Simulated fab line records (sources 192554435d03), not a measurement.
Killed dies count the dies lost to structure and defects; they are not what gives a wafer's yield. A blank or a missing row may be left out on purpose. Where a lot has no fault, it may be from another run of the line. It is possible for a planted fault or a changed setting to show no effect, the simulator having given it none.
Split-lot study | flow n5 finfet | route with 1938 steps; 7 lots, 39 wafers read

## THE SPLIT
At N5_MOL_CONTACT_COAG_ALD_123 (deposits SiNx, target thk 5 nm, pulse time 1 s, purge time 2 s), the setting ald cycles was moved away from the recipe's 100 on 9 of the 39 wafers read, by -59.0% to +49.0%. All remaining wafers had this setting at the recipe value.

## FROM THE SPLIT TO THE READING: what the file shows between them, 7 steps
- N5_MOL_CONTACT_COAG_VIA_ETCH_46: etches SiO2 in C4F6/O2, target depth 46 nm, overetch 9.2 nm, time 40 s (also split here: target depth a)
- N5_MOL_CONTACT_COAG_STRIP_96: strips in N2/H2
- N5_MOL_CONTACT_COAG_ETCH_47: etches SiNx in CH3F/O2, stops on W, target depth 27 nm
- N5_MOL_CONTACT_COAG_STRIP_119: strips in N2/H2, time 30 s
- N5_MOL_CONTACT_COAG_PRECLEAN_144: cleans in alkaline clean, time 60 s
- N5_MOL_CONTACT_COAG_STRIP_120: strips in CHF3
- N5_MOL_CONTACT_COAG_VIA_ETCH_117: etches SiO2 in C4F6/O2, target depth 40 nm, overetch 8 nm, time 26 s

## THE READING
etch.depth nm (the simulator's own value, which no gauge read), in nm, at N5_MOL_CONTACT_COAG_ETCH_124 (etches SiNx in CH3F/O2, stops on SiOC, target depth 6.5 nm). There is no usual value for it anywhere in the file. Across the 30 wafers here that went through the recipe, the average is 4.994 nm and the standard deviation 0.019 nm.

wafer  | tool, chamber at the split | ald cycles as run | against the recipe | etch.depth nm, nm | against lot-mates on the recipe
L080.1 | ald sin-04, 3,1,2,0,1,2    | 100               | recipe             | 5.023             | -
L080.2 | ald sin-04, 3,1,2,0,1,2    | 100               | recipe             | 4.999             | -
L080.3 | ald sin-04, 3,1,2,0,1,2    | 100               | recipe             | 5.015             | -
L080.4 | ald sin-04, 3,1,2,0,1,2    | 100               | recipe             | 5                 | -
L080.5 | ald sin-04, 3,1,2,0,1,2    | 100               | recipe             | 4.982             | -
L080.6 | ald sin-04, 3,1,2,0,1,2    | 100               | recipe             | 4.978             | -
L081.1 | ald sin-03, 2,0,1          | 100               | recipe             | 4.999             | -
L081.2 | ald sin-03, 2,0,1          | 100               | recipe             | 5.01              | -
L081.5 | ald sin-03, 2,0,1          | 100               | recipe             | 5.033             | -
L084.1 | ald sin-04, 2,0,1,2,0,1    | 100               | recipe             | 4.993             | -
L084.2 | ald sin-04, 2,0,1,2,0,1    | 100               | recipe             | 4.99              | -
L084.3 | ald sin-04, 2,0,1,2,0,1    | 100               | recipe             | 4.994             | -
L084.4 | ald sin-04, 2,0,1,2,0,1    | 100               | recipe             | 4.978             | -
L084.5 | ald sin-04, 2,0,1,2,0,1    | 100               | recipe             | 5.006             | -
L084.6 | ald sin-04, 2,0,1,2,0,1    | 100               | recipe             | 5.02              | -
L085.1 | ald sin-04, 1,0,1          | 75                | -25.0%             | 3.737             | -1.245
L085.2 | ald sin-04, 2,2,0          | 100               | recipe             | 4.983             | -
L085.3 | ald sin-04, 1,0,1          | 75                | -25.0%             | 3.759             | -1.223
L085.4 | ald sin-04, 2,2,0          | 100               | recipe             | 4.949             | -
L085.5 | ald sin-04, 2,2,0          | 100               | recipe             | 5.013             | -
L085.6 | ald sin-04, 1,0,1          | 75                | -25.0%             | 3.73              | -1.252
L091.1 | ald sin-03, 3,1,0,2,0,1    | 100               | recipe             | 4.991             | -
L091.2 | ald sin-03, 3,1,0,2,0,1    | 100               | recipe             | 4.982             | -
L091.3 | ald sin-03, 3,1,0,2,0,1    | 100               | recipe             | 4.984             | -
L091.4 | ald sin-03, 3,1,0,2,0,1    | 100               | recipe             | 4.988             | -
L091.5 | ald sin-03, 3,1,0,2,0,1    | 100               | recipe             | 4.971             | -
L091.6 | ald sin-03, 3,1,0,2,0,1    | 100               | recipe             | 4.986             | -
L092.1 | ald sin-02, 2,1,2          | 41                | -59.0%             | 2.041             | -2.967
L092.2 | ald sin-02, 0,3,1          | 100               | recipe             | 4.985             | -
L092.3 | ald sin-02, 0,3,1          | 100               | recipe             | 5.028             | -
L092.4 | ald sin-02, 2,1,2          | 41                | -59.0%             | 2.054             | -2.954
L092.5 | ald sin-02, 2,1,2          | 41                | -59.0%             | 2.031             | -2.977
L092.6 | ald sin-02, 0,3,1          | 100               | recipe             | 5.01              | -
L097.1 | ald sin-04, 3,0,0          | 149               | +49.0%             | 6.397             | +1.422
L097.2 | ald sin-04, 1,2,1          | 100               | recipe             | 4.959             | -
L097.3 | ald sin-04, 1,2,1          | 100               | recipe             | 4.982             | -
L097.4 | ald sin-04, 3,0,0          | 149               | +49.0%             | 6.513             | +1.538
L097.5 | ald sin-04, 3,0,0          | 149               | +49.0%             | 6.501             | +1.526
L097.6 | ald sin-04, 1,2,1          | 100               | recipe             | 4.985             | -
When a row names more than one chamber, that row covers several wafers, and the file does not tell which wafer ran in which chamber.

FIT RESULTS
A straight line over all 39 wafers: etch.depth nm changes by +0.0422 nm for each +1% of ald cycles; r = +0.98; the points scatter about the line by 0.2 nm.
The same after taking each lot's own level away (the mean of its wafers on the recipe; 39 wafers): +0.0424 nm for each +1%; r = +0.98; scatter 0.2 nm.
The reading moves by 2.5 nm for the largest change in ald cycles, on that fit.
From 4.9753 to 5.0140 nm: that is the span of the lots' own levels, equal to 2.0 times the standard deviation above.
The two slopes are in agreement: the lot-to-lot level therefore moves the slope only a little.
Check: with one of the wafers moved furthest among these (-59.0%) left out of the fit, the line predicts -2.51 nm for it against its lot-mates. Against them it came out at -2.97 nm.

## ADDITIONAL SPLITS CARRIED BY THESE WAFERS
Other splits were also applied to these wafers ahead of the reading. Each is held against what the fit with the lots' levels taken away leaves over:
other split on the same wafers                 | wafers away from the commonest value | r with etch.depth nm (lot level and that fit taken away)
N5_DUMMY_GATE_ETCH_44 target depth a           | 12                                   | -0.17
N5_SD_EPI_N_EPI_21 epi growth time s           | 12                                   | -0.40
N5_MOL_CONTACT_COAG_VIA_ETCH_46 target depth a | 15                                   | -0.07

## THE WHOLE CHAIN: every reading that the file lists as answering this split, in the file's order
step                         | what it does                                                   | reading                                                                                  | change (the file's fit)                | r (the file's)
N5_MOL_CONTACT_COAG_ALD_123  | deposits SiNx, target thk 5 nm, pulse time 1 s, purge time 2 s | SiNx_of_MOL_CONTACT_COAG_ALD_123.thk nm (the simulator's own value, which no gauge read) | +0.0499 nm for each +1% of the setting | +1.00
N5_MOL_CONTACT_COAG_ETCH_124 | etches SiNx in CH3F/O2, stops on SiOC, target depth 6.5 nm     | etch.depth nm (the simulator's own value, which no gauge read)                           | +0.0429 nm for each +1% of the setting | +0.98

## THE FILE'S OWN FIT
etch.depth nm changes by +0.0429 nm for each +1% of ald cycles, r = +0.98.
